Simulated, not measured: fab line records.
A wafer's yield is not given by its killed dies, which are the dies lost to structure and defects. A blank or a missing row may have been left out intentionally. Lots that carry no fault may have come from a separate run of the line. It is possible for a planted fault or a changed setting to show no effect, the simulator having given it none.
Which tool did it? || flow n5 finfet || 24 lots, 72 wafers sampled, at 5 steps of a route of 1938

== WHAT EACH GAUGE READ, for each wafer ==
N5_BEOL_M5_OVL_MEAS_12. Usual: M5_OVL typically reads -0.2 nm, with standard deviation 0.61.
{"lot": "L075", "measured": "day 7 23:04", "on": "overlay-01", "M5_OVL (nm)": "-0.6 -0.8 0.3", "flag": ""}
{"lot": "L074", "measured": "day 8 06:05", "on": "overlay-01", "M5_OVL (nm)": "0.1 0.4 -0.1", "flag": ""}
{"lot": "L076", "measured": "day 8 08:49", "on": "overlay-02", "M5_OVL (nm)": "-1.1 -0.1 -0.5", "flag": ""}
{"lot": "L077", "measured": "day 8 16:17", "on": "overlay-02", "M5_OVL (nm)": "0.1 1.0 0.6", "flag": ""}
{"lot": "L078", "measured": "day 8 19:49", "on": "overlay-02", "M5_OVL (nm)": "0.0 -0.1 0.1", "flag": ""}
{"lot": "L079", "measured": "day 9 07:15", "on": "overlay-02", "M5_OVL (nm)": "-0.4 -0.3 -0.3", "flag": ""}
{"lot": "L080", "measured": "day 9 07:41", "on": "overlay-02", "M5_OVL (nm)": "-0.2 -0.4 -0.4", "flag": ""}
{"lot": "L081", "measured": "day 9 23:15", "on": "overlay-01", "M5_OVL (nm)": "0.5 -0.2 0.1", "flag": ""}
{"lot": "L082", "measured": "day 10 04:01", "on": "overlay-02", "M5_OVL (nm)": "-0.3 -0.4 -1.2", "flag": ""}
{"lot": "L083", "measured": "day 10 15:16", "on": "overlay-02", "M5_OVL (nm)": "-1.2 -0.2 -0.6", "flag": ""}
{"lot": "L084", "measured": "day 10 22:27", "on": "overlay-02", "M5_OVL (nm)": "-0.3 -0.6 -0.8", "flag": ""}
{"lot": "L085", "measured": "day 10 23:16", "on": "overlay-01", "M5_OVL (nm)": "-0.7 0.6 -0.6", "flag": ""}
{"lot": "L086", "measured": "day 10 23:55", "on": "overlay-02", "M5_OVL (nm)": "-0.2 -1.0 -1.2", "flag": ""}
{"lot": "L087", "measured": "day 11 04:02", "on": "overlay-02", "M5_OVL (nm)": "-1.4 -0.2 -0.5", "flag": ""}
{"lot": "L089", "measured": "day 11 17:33", "on": "overlay-01", "M5_OVL (nm)": "-0.1 -0.4 0.3", "flag": ""}
{"lot": "L088", "measured": "day 11 21:04", "on": "overlay-01", "M5_OVL (nm)": "-0.8 0.1 0.0", "flag": ""}
{"lot": "L091", "measured": "day 12 03:21", "on": "overlay-02", "M5_OVL (nm)": "0.1 -0.5 0.5", "flag": ""}
{"lot": "L092", "measured": "day 12 08:18", "on": "overlay-01", "M5_OVL (nm)": "0.7 -0.3 -1.0", "flag": ""}
{"lot": "L090", "measured": "day 12 11:32", "on": "overlay-01", "M5_OVL (nm)": "0.3 0.8 0.0", "flag": ""}
{"lot": "L093", "measured": "day 13 07:01", "on": "overlay-01", "M5_OVL (nm)": "0.6 -0.9 -0.1", "flag": ""}
{"lot": "L095", "measured": "day 13 08:34", "on": "overlay-01", "M5_OVL (nm)": "-0.5 0.1 -0.3", "flag": ""}
{"lot": "L094", "measured": "day 13 09:41", "on": "overlay-02", "M5_OVL (nm)": "-2.1 -1.3 -1.8", "flag": ""}
{"lot": "L096", "measured": "day 13 11:23", "on": "overlay-01", "M5_OVL (nm)": "-0.4 -0.7 -0.4", "flag": ""}
{"lot": "L097", "measured": "day 13 12:12", "on": "overlay-01", "M5_OVL (nm)": "1.1 1.3 0.5", "flag": ""}

N5_BEOL_M5_CD_MEAS_18: pitch 56 nm, target cd 28 nm. Usual: cd nm 28.02 nm, standard deviation 0.28.
{"lot": "L075", "measured": "day 7 23:35", "on": "cd sem-03", "cd nm (nm)": "27.92 27.86 27.63", "flag": ""}
{"lot": "L074", "measured": "day 8 06:37", "on": "cd sem-03", "cd nm (nm)": "27.81 28.18 27.57", "flag": ""}
{"lot": "L076", "measured": "day 8 09:21", "on": "cd sem-01", "cd nm (nm)": "28.40 27.97 27.83", "flag": ""}
{"lot": "L077", "measured": "day 8 16:58", "on": "cd sem-03", "cd nm (nm)": "27.90 28.11 28.33", "flag": ""}
{"lot": "L078", "measured": "day 8 20:20", "on": "cd sem-03", "cd nm (nm)": "27.81 28.21 27.66", "flag": ""}
{"lot": "L079", "measured": "day 9 07:47", "on": "cd sem-02", "cd nm (nm)": "28.19 27.67 28.44", "flag": ""}
{"lot": "L080", "measured": "day 9 08:13", "on": "cd sem-01", "cd nm (nm)": "27.83 27.94 28.09", "flag": ""}
{"lot": "L081", "measured": "day 10 00:01", "on": "cd sem-02", "cd nm (nm)": "27.96 28.22 28.03", "flag": ""}
{"lot": "L082", "measured": "day 10 04:50", "on": "cd sem-02", "cd nm (nm)": "28.02 27.88 28.21", "flag": ""}
{"lot": "L083", "measured": "day 10 15:47", "on": "cd sem-02", "cd nm (nm)": "28.18 27.47 28.24", "flag": ""}
{"lot": "L084", "measured": "day 10 23:04", "on": "cd sem-02", "cd nm (nm)": "27.61 27.97 27.55", "flag": ""}
{"lot": "L085", "measured": "day 10 23:55", "on": "cd sem-03", "cd nm (nm)": "28.06 28.25 28.15", "flag": ""}
{"lot": "L086", "measured": "day 11 00:51", "on": "cd sem-03", "cd nm (nm)": "27.67 28.03 28.13", "flag": ""}
{"lot": "L087", "measured": "day 11 04:33", "on": "cd sem-01", "cd nm (nm)": "28.73 28.18 28.63", "flag": ""}
{"lot": "L089", "measured": "day 11 18:33", "on": "cd sem-03", "cd nm (nm)": "28.11 28.40 28.31", "flag": ""}
{"lot": "L088", "measured": "day 11 22:05", "on": "cd sem-02", "cd nm (nm)": "27.74 28.20 28.13", "flag": ""}
{"lot": "L091", "measured": "day 12 03:53", "on": "cd sem-03", "cd nm (nm)": "28.24 28.26 28.24", "flag": ""}
{"lot": "L092", "measured": "day 12 08:50", "on": "cd sem-03", "cd nm (nm)": "28.37 27.76 27.94", "flag": ""}
{"lot": "L090", "measured": "day 12 12:47", "on": "cd sem-02", "cd nm (nm)": "28.50 28.06 28.04", "flag": ""}
{"lot": "L093", "measured": "day 13 08:22", "on": "cd sem-01", "cd nm (nm)": "28.21 28.72 28.15", "flag": ""}
{"lot": "L095", "measured": "day 13 09:34", "on": "cd sem-03", "cd nm (nm)": "28.06 27.72 28.02", "flag": ""}
{"lot": "L094", "measured": "day 13 11:41", "on": "cd sem-02", "cd nm (nm)": "28.06 27.72 27.87", "flag": ""}
{"lot": "L096", "measured": "day 13 13:00", "on": "cd sem-03", "cd nm (nm)": "28.01 28.41 27.95", "flag": ""}
{"lot": "L097", "measured": "day 13 13:40", "on": "cd sem-01", "cd nm (nm)": "27.58 28.00 27.92", "flag": ""}

N5_BEOL_M5_OCD_MEAS_38. Usual: trench depth nm 71.5 nm, standard deviation 1.2.
{"lot": "L075", "measured": "day 8 00:48", "on": "ocd-01", "trench depth nm (nm)": "70.7 71.3 70.1", "flag": ""}
{"lot": "L074", "measured": "day 8 08:08", "on": "ocd-01", "trench depth nm (nm)": "72.3 71.1 71.4", "flag": ""}
{"lot": "L076", "measured": "day 8 11:38", "on": "ocd-01", "trench depth nm (nm)": "71.5 69.6 70.6", "flag": ""}
{"lot": "L077", "measured": "day 8 18:58", "on": "ocd-02", "trench depth nm (nm)": "71.9 71.5 71.5", "flag": ""}
{"lot": "L078", "measured": "day 8 23:35", "on": "ocd-02", "trench depth nm (nm)": "71.6 70.3 70.4", "flag": ""}
{"lot": "L079", "measured": "day 9 10:30", "on": "ocd-01", "trench depth nm (nm)": "70.2 71.9 74.4", "flag": ""}
{"lot": "L080", "measured": "day 9 10:53", "on": "ocd-02", "trench depth nm (nm)": "70.0 71.1 72.9", "flag": ""}
{"lot": "L081", "measured": "day 10 03:49", "on": "ocd-01", "trench depth nm (nm)": "70.6 73.8 71.6", "flag": ""}
{"lot": "L082", "measured": "day 10 07:23", "on": "ocd-02", "trench depth nm (nm)": "75.0 72.1 71.1", "flag": ""}
{"lot": "L083", "measured": "day 10 16:39", "on": "ocd-01", "trench depth nm (nm)": "71.4 70.4 71.2", "flag": ""}
{"lot": "L084", "measured": "day 10 23:59", "on": "ocd-02", "trench depth nm (nm)": "69.8 70.4 71.2", "flag": ""}
{"lot": "L085", "measured": "day 11 01:00", "on": "ocd-01", "trench depth nm (nm)": "70.9 70.9 70.6", "flag": ""}
{"lot": "L086", "measured": "day 11 01:46", "on": "ocd-02", "trench depth nm (nm)": "71.6 71.0 70.8", "flag": ""}
{"lot": "L087", "measured": "day 11 08:01", "on": "ocd-02", "trench depth nm (nm)": "71.7 71.2 70.7", "flag": ""}
{"lot": "L089", "measured": "day 11 20:37", "on": "ocd-01", "trench depth nm (nm)": "71.7 71.1 70.8", "flag": ""}
{"lot": "L088", "measured": "day 11 22:59", "on": "ocd-02", "trench depth nm (nm)": "72.9 71.4 72.4", "flag": ""}
{"lot": "L091", "measured": "day 12 05:07", "on": "ocd-01", "trench depth nm (nm)": "71.2 72.7 71.4", "flag": ""}
{"lot": "L092", "measured": "day 12 10:52", "on": "ocd-02", "trench depth nm (nm)": "73.1 71.3 71.0", "flag": ""}
{"lot": "L090", "measured": "day 12 13:50", "on": "ocd-02", "trench depth nm (nm)": "74.1 72.5 72.0", "flag": ""}
{"lot": "L093", "measured": "day 13 11:40", "on": "ocd-01", "trench depth nm (nm)": "70.0 69.2 69.9", "flag": ""}
{"lot": "L095", "measured": "day 13 12:04", "on": "ocd-02", "trench depth nm (nm)": "72.6 70.6 71.3", "flag": ""}
{"lot": "L094", "measured": "day 13 13:12", "on": "ocd-02", "trench depth nm (nm)": "73.6 70.5 70.2", "flag": ""}
{"lot": "L096", "measured": "day 13 14:15", "on": "ocd-01", "trench depth nm (nm)": "70.3 69.4 69.4", "flag": ""}
{"lot": "L097", "measured": "day 13 17:49", "on": "ocd-02", "trench depth nm (nm)": "71.0 70.2 70.6", "flag": ""}

N5_BEOL_M5_CD_MEAS_35: target cd 28 nm, target cd y 24 nm. Usual: cd nm 28.05 nm, standard deviation 0.28.
{"lot": "L075", "measured": "day 8 00:58", "on": "cd sem-02", "cd nm (nm)": "28.04 28.19 27.73", "flag": ""}
{"lot": "L074", "measured": "day 8 08:17", "on": "cd sem-01", "cd nm (nm)": "28.24 28.20 27.71", "flag": ""}
{"lot": "L076", "measured": "day 8 11:47", "on": "cd sem-01", "cd nm (nm)": "27.95 28.15 27.79", "flag": ""}
{"lot": "L077", "measured": "day 8 19:07", "on": "cd sem-01", "cd nm (nm)": "28.05 27.70 28.10", "flag": ""}
{"lot": "L078", "measured": "day 8 23:44", "on": "cd sem-02", "cd nm (nm)": "27.93 28.36 27.82", "flag": ""}
{"lot": "L079", "measured": "day 9 10:39", "on": "cd sem-02", "cd nm (nm)": "28.50 28.06 28.12", "flag": ""}
{"lot": "L080", "measured": "day 9 11:02", "on": "cd sem-02", "cd nm (nm)": "27.98 28.02 27.78", "flag": ""}
{"lot": "L081", "measured": "day 10 03:58", "on": "cd sem-03", "cd nm (nm)": "27.94 28.06 27.67", "flag": ""}
{"lot": "L082", "measured": "day 10 07:33", "on": "cd sem-02", "cd nm (nm)": "28.08 28.28 28.55", "flag": ""}
{"lot": "L083", "measured": "day 10 16:48", "on": "cd sem-03", "cd nm (nm)": "28.36 27.90 27.87", "flag": ""}
{"lot": "L084", "measured": "day 11 00:08", "on": "cd sem-03", "cd nm (nm)": "27.93 27.72 27.45", "flag": ""}
{"lot": "L085", "measured": "day 11 01:10", "on": "cd sem-01", "cd nm (nm)": "27.72 28.14 27.83", "flag": ""}
{"lot": "L086", "measured": "day 11 01:55", "on": "cd sem-03", "cd nm (nm)": "27.64 27.86 28.12", "flag": ""}
{"lot": "L087", "measured": "day 11 08:10", "on": "cd sem-02", "cd nm (nm)": "28.56 28.33 28.90", "flag": ""}
{"lot": "L089", "measured": "day 11 20:46", "on": "cd sem-02", "cd nm (nm)": "28.11 28.21 28.12", "flag": ""}
{"lot": "L088", "measured": "day 11 23:08", "on": "cd sem-03", "cd nm (nm)": "28.31 28.49 28.34", "flag": ""}
{"lot": "L091", "measured": "day 12 05:17", "on": "cd sem-03", "cd nm (nm)": "28.48 27.95 28.14", "flag": ""}
{"lot": "L092", "measured": "day 12 11:01", "on": "cd sem-02", "cd nm (nm)": "27.93 27.95 28.19", "flag": ""}
{"lot": "L090", "measured": "day 12 14:00", "on": "cd sem-02", "cd nm (nm)": "28.15 28.01 28.22", "flag": ""}
{"lot": "L093", "measured": "day 13 11:49", "on": "cd sem-02", "cd nm (nm)": "28.18 28.55 28.03", "flag": ""}
{"lot": "L095", "measured": "day 13 12:14", "on": "cd sem-03", "cd nm (nm)": "27.89 28.28 28.31", "flag": ""}
{"lot": "L094", "measured": "day 13 13:22", "on": "cd sem-03", "cd nm (nm)": "28.09 27.53 28.09", "flag": ""}
{"lot": "L096", "measured": "day 13 14:31", "on": "cd sem-03", "cd nm (nm)": "28.12 28.08 27.72", "flag": ""}
{"lot": "L097", "measured": "day 13 17:59", "on": "cd sem-01", "cd nm (nm)": "28.03 28.35 27.56", "flag": ""}

N5_BEOL_M6_OVL_MEAS_29. Usual: V5_OVL typically reads 0.5 nm, with standard deviation 0.68.
{"lot": "L075", "measured": "day 8 14:59", "on": "overlay-02", "V5_OVL (nm)": "0.1 0.5 1.0", "flag": ""}
{"lot": "L074", "measured": "day 8 18:26", "on": "overlay-02", "V5_OVL (nm)": "-0.1 0.5 0.3", "flag": ""}
{"lot": "L076", "measured": "day 9 02:19", "on": "overlay-02", "V5_OVL (nm)": "0.2 0.9 1.3", "flag": ""}
{"lot": "L077", "measured": "day 9 06:23", "on": "overlay-02", "V5_OVL (nm)": "0.6 0.4 1.1", "flag": ""}
{"lot": "L078", "measured": "day 9 13:33", "on": "overlay-01", "V5_OVL (nm)": "1.1 1.2 1.0", "flag": ""}
{"lot": "L079", "measured": "day 10 03:13", "on": "overlay-01", "V5_OVL (nm)": "0.5 0.6 0.8", "flag": ""}
{"lot": "L080", "measured": "day 10 03:23", "on": "overlay-02", "V5_OVL (nm)": "0.2 0.2 0.4", "flag": ""}
{"lot": "L081", "measured": "day 10 18:46", "on": "overlay-01", "V5_OVL (nm)": "1.0 1.4 0.4", "flag": ""}
{"lot": "L082", "measured": "day 10 19:31", "on": "overlay-02", "V5_OVL (nm)": "0.2 -0.2 0.2", "flag": ""}
{"lot": "L083", "measured": "day 11 06:58", "on": "overlay-01", "V5_OVL (nm)": "1.0 -0.6 0.1", "flag": ""}
{"lot": "L084", "measured": "day 11 12:36", "on": "overlay-01", "V5_OVL (nm)": "-0.2 -0.1 1.0", "flag": ""}
{"lot": "L085", "measured": "day 11 12:56", "on": "overlay-01", "V5_OVL (nm)": "0.0 0.6 1.3", "flag": ""}
{"lot": "L086", "measured": "day 11 12:34", "on": "overlay-02", "V5_OVL (nm)": "2.0 0.1 1.3", "flag": ""}
{"lot": "L087", "measured": "day 11 19:36", "on": "overlay-01", "V5_OVL (nm)": "1.3 0.4 0.1", "flag": ""}
{"lot": "L089", "measured": "day 12 07:28", "on": "overlay-02", "V5_OVL (nm)": "-0.6 -0.4 0.1", "flag": ""}
{"lot": "L088", "measured": "day 12 08:10", "on": "overlay-02", "V5_OVL (nm)": "-0.1 -1.1 0.9", "flag": ""}
{"lot": "L091", "measured": "day 12 15:40", "on": "overlay-01", "V5_OVL (nm)": "-0.3 -0.5 0.2", "flag": ""}
{"lot": "L092", "measured": "day 12 22:15", "on": "overlay-01", "V5_OVL (nm)": "-0.7 0.3 0.1", "flag": ""}
{"lot": "L090", "measured": "day 13 00:16", "on": "overlay-01", "V5_OVL (nm)": "-0.2 1.4 0.3", "flag": ""}
{"lot": "L093", "measured": "day 14 02:55", "on": "overlay-01", "V5_OVL (nm)": "0.5 1.2 -0.4", "flag": ""}
{"lot": "L095", "measured": "day 14 02:57", "on": "overlay-01", "V5_OVL (nm)": "0.9 0.8 0.2", "flag": ""}
{"lot": "L094", "measured": "day 14 02:52", "on": "overlay-01", "V5_OVL (nm)": "0.8 0.6 1.0", "flag": ""}
{"lot": "L096", "measured": "day 14 03:22", "on": "overlay-01", "V5_OVL (nm)": "1.7 0.7 0.5", "flag": ""}
{"lot": "L097", "measured": "day 14 04:49", "on": "overlay-01", "V5_OVL (nm)": "0.6 -0.3 0.1", "flag": ""}

== WHAT TOOL EACH LOT RAN ON (gives the tool, then ch and the chambers of the sampled wafers, and finally the start) ==
The record shows no process step preceding these readings.

== WHAT THE TOOLS THEMSELVES READ (means of the sampled wafers that have a number; where no wafer has one, the mark that the record gives instead) ==
The record holds no such reading with a usual standard deviation.

== THE ANSWER, worked out from the rows above alone ==
Rule: a lot counts as off when the mean over its wafers that have a number is more than 3 standard deviations away from the usual mean. Also off: a lot with no number at a reading for which 4 or more lots have one. The other lots that the step has rows for count as sound. Order of review: gauges by route order, followed by the tools' own readings, for which a lot's mean as printed above is used. At the first step where some lot is off, the reading lying furthest off is the one used; lots without a number count as furthest.
None of the lots is off at any reading shown; this tells nothing.

== WHAT THE SIMULATOR HAD INSERTED ==
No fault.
